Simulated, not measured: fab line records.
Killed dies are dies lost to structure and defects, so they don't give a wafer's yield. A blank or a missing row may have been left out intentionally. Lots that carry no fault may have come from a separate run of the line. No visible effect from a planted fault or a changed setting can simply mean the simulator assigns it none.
fab line records | flow nand_harc | part 2 of 2: steps 32 to 38 of 38
record: lots: 5 | wafers: 15 | last_day: 34
route steps=1302 shown A_STAIRCASE@844
lots that met no fault: taken from a fault-free run of the same line
start_h: hours from the record's first day to the start of the lot's first wafer shown | wait_h: hours elapsed since this lot's preceding step | " the same as in the row above | L1.1+2: a row that stands for several wafers | - value missing, or start not given | * or withheld: withheld | < > ~ a bound
route shown NAME@n: names a module that has steps shown in the file, with the first one's number in the route | usual: mean/standard deviation taken from wafers without a fault | same: alike in all rows | chamber/n: place in a boat | sites: per-site readings | _std_site: standard deviation across them | _edge_site: outer sites' mean less inner sites' | radius_mm: how far each site lies from the wafer's centre | mask NAME#n: copy n | behind: tool/chamber where the wafer was last shaped | hold: why the lot went on hold/how many hours it stayed there/how the hold came to an end | device: names the non-switching transistor (n, p or np) | end of line: the tests these same wafers got at the end of their route | for a step that has no rows: nothing shown but its recipe | killed: the dies lost at the first sort to structure and to defects; this is not the yield of the wafer | map: the dies of a wafer, with x for killed, . for not killed, _ for no die there
set.NAME: the setting as run; set.NAME@STEP: as run at that earlier step | model.NAME: the simulator's own value behind a step, which no gauge read
lots at selected steps of the route; one table per step, one row per wafer
services: the hour from which a tool's chamber was out of use, counted from the record's first day as start_h (under 0 if before that day), plus the number of hours and why
== steps ==
step: NHARC_A_STAIRCASE_ETCHBACK_422
recipe: target_depth_a: 400 | over_etch_frac: 0.3 | time_s: 74.286 | ion_energy_ev: 120 | ch3f_flow_sccm: 50 | o2_flow_sccm: 30 | ar_flow_sccm: 200 | rf_w: 500 | bias_w: 100 | chemistry: CH3F/O2
usual: drypump_motor_current_A: 5.9/0.44 | oes_product_au: 0.97/0.038 | rf_vpp_V: 244.3/1.7 | showerhead_plenum_p_Torr: 2.46/0.11 | throttle_valve_pct: 20.662/0.0093
same: over_etch_frac: 0.3
lot.wafer | tool        | chamber | start_h | wait_h | drypump_motor_current_A | oes_product_au | rf_hours_counter_h | rf_vpp_V | showerhead_plenum_p_Torr | throttle_valve_pct
L074.4    | rie_diel-03 | 3       | 424.09  | 0.2    | 6.1                     | 0.94           | 52                 | 245.5    | 2.53                     | 20.638
L074.5    | "           | 2       | "       | "      | 6.8                     | 0.93           | -                  | 246.0    | 2.51                     | 20.647
L074.6    | "           | 3       | "       | "      | 6.0                     | 0.94           | -                  | 243.8    | 2.53                     | 20.677
L075.1    | rie_diel-10 | 3       | 450.25  | 0.1    | 5.4                     | 1.01           | 6                  | 243.9    | 2.48                     | 20.668
L075.5    | "           | 3       | "       | "      | 5.4                     | 1.01           | -                  | 244.4    | 2.48                     | 20.661
L075.4    | "           | 2       | "       | "      | 6.3                     | 1.00           | -                  | 242.2    | 2.36                     | 20.662
L080.3    | rie_diel-03 | 2       | 509.65  | 0.1    | 6.9                     | 1.00           | 6                  | 244.7    | 2.51                     | 20.671
L080.2    | "           | 3       | "       | "      | 6.0                     | 1.01           | 14                 | 245.7    | 2.52                     | 20.661
L080.6    | "           | 2       | "       | "      | 6.9                     | 1.00           | -                  | 243.1    | 2.51                     | 20.662
L095.4    | rie_diel-10 | 1       | 634.79  | 0.1    | 5.8                     | 0.93           | 11                 | 244.9    | 2.58                     | 20.647
L095.1    | "           | 0       | "       | "      | 5.9                     | 0.93           | 11                 | 243.8    | 2.44                     | 20.674
L095.5    | "           | 1       | "       | "      | 5.8                     | 0.93           | -                  | 246.8    | 2.58                     | 20.655
L097.3    | rie_diel-04 | 2       | 684.50  | 0.2    | 6.0                     | 0.92           | 45                 | 242.7    | 2.31                     | 20.676
L097.6    | "           | 3       | "       | "      | 5.7                     | 0.93           | -                  | 241.6    | 2.28                     | 20.648
L097.5    | "           | 0       | "       | "      | 5.4                     | 0.93           | -                  | 243.4    | 2.37                     | 20.669
step: NHARC_A_STAIRCASE_ETCH_423
recipe: target_depth_a: 300 | chemistry: dHF | material: SiO2
lot.wafer  | tool         | chamber | start_h | wait_h
L074.4+5+6 | wet_bench-04 | 7,0,3   | 424.25  | 0.1
L075.1+5+4 | wet_bench-07 | 2,4,7   | 450.45  | 0.2
L080.3+6+2 | wet_bench-01 | 2,4,5   | 509.83  | 0.2
L095.4+5+1 | wet_bench-07 | 5,7,0   | 634.96  | 0.2
L097.6+3+5 | wet_bench-04 | 5,7,0   | 684.64  | 0.1
step: NHARC_A_STAIRCASE_ETCHBACK_157
recipe: target_depth_a: 900 | over_etch_frac: 0.3 | time_s: 167.14 | ion_energy_ev: 120 | ch3f_flow_sccm: 50 | o2_flow_sccm: 30 | ar_flow_sccm: 200 | rf_w: 500 | bias_w: 100 | chemistry: CH3F/O2
usual: drypump_motor_current_A: 5.9/0.45 | oes_product_au: 0.97/0.034 | rf_vpp_V: 244.5/1.7 | showerhead_plenum_p_Torr: 2.47/0.11 | throttle_valve_pct: 20.663/0.0089
same: over_etch_frac: 0.3
lot.wafer | tool        | chamber | start_h | wait_h | drypump_motor_current_A | oes_product_au | rf_hours_counter_h | rf_vpp_V | showerhead_plenum_p_Torr | throttle_valve_pct
L074.4    | rie_diel-04 | 1       | 424.45  | 0.2    | 6.3                     | 1.00           | 20                 | 245.9    | 2.45                     | 20.665
L074.6    | "           | 0       | "       | "      | 5.4                     | 1.01           | -                  | 243.5    | 2.40                     | 20.651
L074.5    | "           | 1       | "       | "      | 6.3                     | 1.00           | -                  | 243.3    | 2.45                     | 20.671
L075.1    | rie_diel-10 | 2       | 450.64  | 0.2    | 6.3                     | 1.01           | 6                  | 244.2    | 2.36                     | 20.648
L075.5    | "           | 3       | "       | "      | 5.3                     | 1.01           | -                  | 245.1    | 2.48                     | 20.676
L075.4    | "           | 1       | "       | "      | 5.8                     | 1.00           | -                  | 245.6    | 2.61                     | 20.662
L080.3    | rie_diel-03 | 1       | 510.02  | 0.2    | 5.2                     | 0.99           | 13                 | 244.9    | 2.63                     | 20.668
L080.2    | "           | 2       | "       | "      | 6.8                     | 0.99           | 6                  | 245.7    | 2.51                     | 20.662
L080.6    | "           | 0       | "       | "      | 6.1                     | 0.99           | -                  | 245.9    | 2.63                     | 20.663
L095.4    | rie_diel-03 | 3       | 635.16  | 0.2    | 6.1                     | 0.93           | 57                 | 244.2    | 2.50                     | 20.667
L095.1    | "           | 1       | "       | "      | 5.2                     | 0.93           | 60                 | 246.3    | 2.61                     | 20.656
L095.5    | "           | 3       | "       | "      | 6.0                     | 0.94           | -                  | 244.8    | 2.50                     | 20.670
L097.3    | rie_diel-10 | 2       | 684.88  | 0.2    | 6.4                     | 0.94           | 31                 | 241.9    | 2.32                     | 20.670
L097.6    | "           | 3       | "       | "      | 5.3                     | 0.93           | -                  | 244.6    | 2.44                     | 20.683
L097.5    | "           | 0       | "       | "      | 5.9                     | 0.93           | -                  | 244.7    | 2.43                     | 20.655
step: NHARC_A_STAIRCASE_STRIP_475
recipe: time_s: 20 | o2_flow_sccm: 500 | ar_flow_sccm: 0 | bias_w: 0 | chemistry: O2
usual: drypump_motor_current_A: 5.9/0.46 | oes_product_au: 1.000/0.0077 | rf_vpp_V: 57.8/0.95 | showerhead_plenum_p_Torr: 3.54/0.15 | throttle_valve_pct: 17.036/0.0089
lot.wafer | tool        | chamber | start_h | wait_h | drypump_motor_current_A | oes_product_au | rf_hours_counter_h | rf_vpp_V | showerhead_plenum_p_Torr | throttle_valve_pct
L074.4    | rie_diel-04 | 1       | -       | -      | 6.4                     | 1.010          | 20                 | 58.2     | 3.51                     | 17.025
L074.6    | "           | 3       | "       | "      | 5.7                     | 1.003          | -                  | 57.4     | 3.33                     | 17.017
L074.5    | "           | 0       | "       | "      | 5.4                     | 1.005          | -                  | 58.0     | 3.45                     | 17.058
L075.1    | rie_diel-10 | 2       | 450.92  | 0.3    | 6.4                     | 0.992          | 6                  | 58.5     | 3.39                     | 17.033
L075.5    | "           | 3       | "       | "      | 5.4                     | 1.002          | -                  | 57.7     | 3.55                     | 17.036
L075.4    | "           | 2       | "       | "      | 6.4                     | 1.001          | -                  | 57.9     | 3.39                     | 17.041
L080.2    | rie_diel-03 | 2       | -       | -      | 6.8                     | 0.997          | 6                  | 58.0     | 3.60                     | 17.045
L080.3    | "           | 3       | "       | "      | 6.0                     | 1.004          | 14                 | 58.1     | 3.62                     | 17.031
L080.6    | "           | 1       | "       | "      | 5.2                     | 1.009          | -                  | 59.0     | 3.77                     | 17.033
L095.4    | rie_diel-03 | 0       | -       | -      | 6.1                     | 0.984          | 54                 | 57.8     | 3.74                     | 17.034
L095.1    | "           | 1       | "       | "      | 5.2                     | 0.993          | 60                 | 58.7     | 3.74                     | 17.032
L095.5    | "           | 1       | "       | "      | 5.2                     | 0.986          | -                  | 57.1     | 3.74                     | 17.034
L097.3    | rie_diel-10 | 3       | -       | -      | 5.4                     | 1.002          | 27                 | 56.5     | 3.51                     | 17.041
L097.6    | "           | 0       | "       | "      | 5.9                     | 1.004          | -                  | 57.8     | 3.49                     | 17.034
L097.5    | "           | 1       | "       | "      | 5.9                     | 1.004          | -                  | 57.5     | 3.69                     | 17.042
step: NHARC_A_STAIRCASE_DEP_471
recipe: target_thk_a: 1000 | temp_c: 400 | pressure_torr: 6.5 | rf_w: 900 | teos_flow_sccm: 161.4 | flow_sccm: 2650 | target_thk_nm: 100 | gas: O2 | material: SiO2
usual: flow_sccm: 2648/7.5 | heater_power_w: 559/96 | showerhead_vpp_V: 1858/64 | throttle_valve_pct: 16.0/0.36
lot.wafer | tool     | chamber | start_h | wait_h | flow_sccm | heater_power_w | showerhead_vpp_V | throttle_valve_pct
L074.5    | pecvd-02 | 0       | 424.79  | -      | 2651      | 701            | 1873             | 15.6
L074.4    | "        | 1       | "       | "      | 2655      | 564            | 1816             | 15.4
L074.6    | "        | 2       | "       | "      | 2646      | 466            | 1791             | 16.4
L075.1    | pecvd-01 | 1       | 451.04  | -      | 2660      | 547            | 1956             | 16.3
L075.5    | "        | 1       | "       | "      | 2650      | 564            | 1938             | 16.6
L075.4    | "        | 2       | "       | "      | 2647      | 480            | 1808             | 15.9
L080.3    | pecvd-02 | 2       | 510.28  | -      | 2665      | 521            | 1789             | 16.3
L080.2    | "        | 1       | "       | "      | 2659      | 526            | 1823             | 15.4
L080.6    | "        | 1       | "       | "      | 2651      | 522            | 1768             | 15.3
L095.1    | pecvd-01 | 0       | 635.48  | -      | 2646      | 542            | 1854             | 16.2
L095.4    | "        | 1       | "       | "      | 2655      | 560            | 1949             | 16.1
L095.5    | "        | 2       | "       | "      | 2643      | 458            | 1822             | 16.1
L097.3    | pecvd-02 | 2       | 685.16  | -      | 2642      | 451            | 1780             | 16.7
L097.5    | "        | 0       | "       | "      | 2666      | 697            | 1911             | 15.5
L097.6    | "        | 2       | "       | "      | 2648      | 454            | 1770             | 16.6
step: NHARC_A_STAIRCASE_CMP_472
recipe: material: SiO2
usual: motor_current_A: 12.5/1.2 | pad_life_wafers: 170/110 | slurry_filter_dp_kPa: 13.50/0.14
lot.wafer | tool   | chamber | start_h | wait_h | motor_current_A | pad_life_wafers | slurry_filter_dp_kPa
L074.4    | cmp-01 | 1       | 425.05  | 0.2    | 12.8            | 177             | 13.47
L074.6    | "      | 2       | "       | "      | 11.2            | -               | 13.59
L074.5    | "      | 3       | "       | "      | 14.5            | -               | 13.51
L075.1    | cmp-03 | 3       | 451.29  | 0.2    | 11.4            | 294             | 13.76
L075.4    | "      | 0       | "       | "      | 12.6            | 295             | 13.40
L075.5    | "      | 3       | "       | "      | 11.5            | -               | 13.37
L080.2    | cmp-04 | 1       | 510.55  | 0.2    | 12.8            | 24              | 13.57
L080.3    | "      | 0       | "       | "      | 10.2            | 27              | 13.54
L080.6    | "      | 1       | "       | "      | 13.4            | -               | 13.40
L095.1    | cmp-03 | 1       | 635.72  | 0.2    | 14.0            | 289             | 13.34
L095.4    | "      | 2       | "       | "      | 11.9            | 290             | 13.44
L095.5    | "      | 0       | "       | "      | 13.1            | -               | 13.30
L097.3    | cmp-03 | 3       | 685.43  | 0.2    | 11.1            | 116             | 13.31
L097.6    | "      | 1       | "       | "      | 13.8            | -               | 13.35
L097.5    | "      | 2       | "       | "      | 11.4            | -               | 13.15
step: NHARC_A_STAIRCASE_SRD_474
lot.wafer  | tool         | chamber | start_h | wait_h
L074.4+6+5 | wet_bench-01 | 6,0,1   | 425.24  | 0.0
L075.1+4+5 | wet_bench-04 | 2,4,5   | 451.55  | 0.0
L080.6+2+3 | wet_bench-07 | 2,5,6   | 510.81  | 0.0
L095.4+5+1 | wet_bench-07 | 1,3,5   | 635.96  | 0.0
L097.5+6+3 | wet_bench-01 | 1,3,4   | 685.64  | 0.0
== services ==
tool           | chamber | start_h | hours | kind
rie_diel-10    | 1       | 378.57  | 7.1   | repair
rie_diel-03    | 2       | 388.47  | 3.9   | repair
pecvd-02       | -       | 399.82  | 0.9   | repair
litho_track-02 | -       | 402.01  | 7.0   | pm
pecvd-02       | 2       | 402.11  | 4.4   | repair
wet_bench-04   | -       | 403.20  | 8.0   | pm
rie_diel-10    | 0       | 408.18  | 57.3  | repair
pecvd-02       | -       | 409.10  | 13.0  | pm
pecvd-01       | -       | 414.78  | 1.0   | repair
rie_diel-10    | -       | 421.20  | 9.0   | pm
litho_track-07 | -       | 426.00  | 7.0   | pm
pecvd-04       | 0       | 431.28  | 6.0   | repair
pecvd-01       | -       | 441.31  | 4.2   | repair
pecvd-04       | -       | 450.07  | 13.0  | pm
rie_diel-03    | -       | 460.74  | 9.0   | pm
wet_bench-07   | -       | 500.53  | 3.1   | repair
wet_bench-07   | -       | 512.09  | 8.0   | pm
pecvd-04       | -       | 547.06  | 1.0   | repair
litho_track-02 | -       | 577.01  | 7.0   | pm
wet_bench-04   | -       | 579.20  | 8.0   | pm
rie_diel-10    | -       | 598.20  | 9.0   | pm
litho_track-07 | -       | 601.00  | 7.0   | pm
rie_diel-10    | 3       | 627.91  | 2.3   | repair
pecvd-04       | -       | 631.07  | 13.0  | pm
